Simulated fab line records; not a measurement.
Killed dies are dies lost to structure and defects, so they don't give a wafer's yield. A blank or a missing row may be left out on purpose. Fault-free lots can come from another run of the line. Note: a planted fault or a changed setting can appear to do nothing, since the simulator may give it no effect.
Which of the tools did it?	flow nand harc	Sampling: 11 lots, 33 wafers, 4 of 1159 route steps

## WHAT THE GAUGES SHOWED, per wafer
NHARC_A_SGD_CUT_INSPECT_11.
lot	measured	on	raw defect count
L075	day 13 22:58	defect inspect-01	18 24 19
L076	day 14 08:43	defect inspect-02	9 16 2
L079	day 14 09:01	defect inspect-01	11 11 10
L081	day 16 02:30	defect inspect-01	26 15 37
L084	day 16 03:44	defect inspect-01	13 13 15
L089	day 17 02:44	defect inspect-01	27 29 19
L086	day 17 01:46	defect inspect-01	17 13 9
L088	day 17 13:35	defect inspect-02	37 23 24
L091	day 17 23:41	defect inspect-01	12 9 12
L094	day 19 04:35	defect inspect-01	9 14 6
L096	day 19 10:50	defect inspect-01	34 25 39

## TOOL THAT RAN EACH LOT (tool first, then ch and the chambers of the sampled wafers, then the start)
lot	NHARC_A_STAIRCASE_DEP_417	NHARC_A_STAIRCASE_DEP_322	NHARC_A_STAIRCASE_DESCUM_443
L075	pecvd-03 ch 0,1, day 12 06:05	pecvd-01 ch 0,1,2, day 12 23:39	rie diel-01 ch 0,1,3, day 13 16:53
L076	pecvd-03 ch 0,2, day 12 15:00	pecvd-01 ch 0,1, day 13 11:28	rie diel-01 ch 0,2,3, day 14 02:54
L079	pecvd-01 ch 0,2, day 12 17:07	pecvd-02 ch 0,2, day 13 10:59	rie diel-08 ch 0,2,3, day 14 03:05
L081	pecvd-01 ch 0,2, day 14 04:36	pecvd-03 ch 1,2, day 15 06:19	rie diel-08 ch 0,2,3, day 15 20:19
L084	pecvd-03 ch 1,2, day 14 07:56	pecvd-03 ch 0,2, day 15 06:53	rie diel-03 ch 1,2,3, day 15 20:20
L089	pecvd-03 ch 0,1, day 15 02:56	pecvd-03 ch 1,2, day 16 03:04	rie diel-03 ch 2,3, day 16 19:38
L086	pecvd-03 ch 0,1, day 15 08:15	pecvd-03 ch 1,2, day 16 03:47	rie diel-08 ch 1,2,3, day 16 19:34
L088	pecvd-03 ch 0,1,2, day 15 13:50	pecvd-02 ch 0,1, day 16 12:56	rie diel-08 ch 0,1, day 17 07:43
L091	pecvd-02 ch 0,1, day 16 04:15	pecvd-03 ch 0,1,2, day 17 01:07	rie diel-08 ch 1,2,3, day 17 17:44
L094	pecvd-01 ch 0,1,2, day 17 07:53	pecvd-03 ch 0,1,2, day 18 04:38	rie diel-03 ch 0,2,3, day 18 22:43
L096	pecvd-01 ch 0,1, day 17 13:26	pecvd-03 ch 1,2, day 18 12:08	rie diel-08 ch 0,2,3, day 19 04:46
- NHARC_A_STAIRCASE_DEP_417: deposits Si3N4, target thk 60 nm.
- NHARC_A_STAIRCASE_DEP_322: deposits SiO2, target thk 3800 nm.
- NHARC_A_STAIRCASE_DESCUM_443: chemistry O2, time 3 s.

## THE ANSWER, worked out from the rows above alone
Rule: the usual values come from the lots themselves. Put in order of their means at a reading, lots are off if they are a third of the lots or fewer, leave a main group of 4 or more, and stand apart from it by a gap of 3 or more times the standard deviation of the main group's means; of several such gaps the widest counts. A main group is skipped when, at the precision printed for the reading in the tables above, its means are all equal. A lot without any number at a reading at which 4 lots or more have one is off too. The other lots that the step has rows for count as sound.
No lot is off on any of the readings shown, so nothing can be concluded from this.

## WHAT THE SIMULATOR PUT IN
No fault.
